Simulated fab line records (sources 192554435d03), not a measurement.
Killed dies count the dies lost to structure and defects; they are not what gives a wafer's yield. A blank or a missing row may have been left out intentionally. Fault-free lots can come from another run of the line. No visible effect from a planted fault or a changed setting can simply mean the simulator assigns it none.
What tool caused it? | flow n5 finfet | 21 wafers from 7 lots sampled at 2 of the route's 1938 steps

== WHAT THE GAUGES READ, wafer by wafer ==
N5_BEOL_M10_THK_MEAS_53: measures by xrf.
lot  | measured     | on            | M10_THK (nm)
L290 | day 10 07:49 | film metro-01 | 134.9 132.2 137.2
L294 | day 11 04:47 | film metro-02 | 131.8 133.6 139.8
L295 | day 11 12:18 | film metro-02 | 137.9 139.6 138.3
L299 | day 12 14:39 | film metro-02 | 138.6 139.7 136.6
L300 | day 13 04:55 | film metro-02 | 135.7 142.6 139.0
L311 | day 15 13:32 | film metro-01 | 138.9 138.9 140.0
L312 | day 15 18:22 | film metro-02 | 132.6 139.3 132.9

== WHAT TOOL EACH LOT RAN ON (gives the tool, then ch and the chambers of the sampled wafers, and finally the start) ==
lot  | N5_BEOL_M10_CURE_72
L290 | uv cure-01 ch 0, day 10 04:49
L294 | uv cure-01 ch 2, day 11 01:21
L295 | uv cure-03 ch 2, day 11 08:12
L299 | uv cure-01 ch 1, day 12 11:35
L300 | uv cure-03 ch 2, day 13 02:22
L311 | uv cure-02 ch 2, day 15 09:29
L312 | uv cure-03 ch 1, day 15 16:14
- N5_BEOL_M10_CURE_72: cures SiCOH lowk, time 120 s.

== THE ANSWER, worked out from the rows above alone ==
Rule: the lots themselves supply what counts as usual. The widest of any qualifying gaps counts: lots, ordered by their means at a reading, are off when they make up no more than a third of the lots, leave a main group of 4 or more, and stand apart from it by 3 or more times the standard deviation of that group's means. A main group whose means are all the same, to the digits that the tables above print for the reading, isn't used. Also off: a lot with no number at a reading for which 4 or more lots have one. All remaining lots with rows at the step are treated as sound.
None of the lots is off at any reading shown; this tells nothing.

== WHAT THE SIMULATOR HAD INSERTED ==
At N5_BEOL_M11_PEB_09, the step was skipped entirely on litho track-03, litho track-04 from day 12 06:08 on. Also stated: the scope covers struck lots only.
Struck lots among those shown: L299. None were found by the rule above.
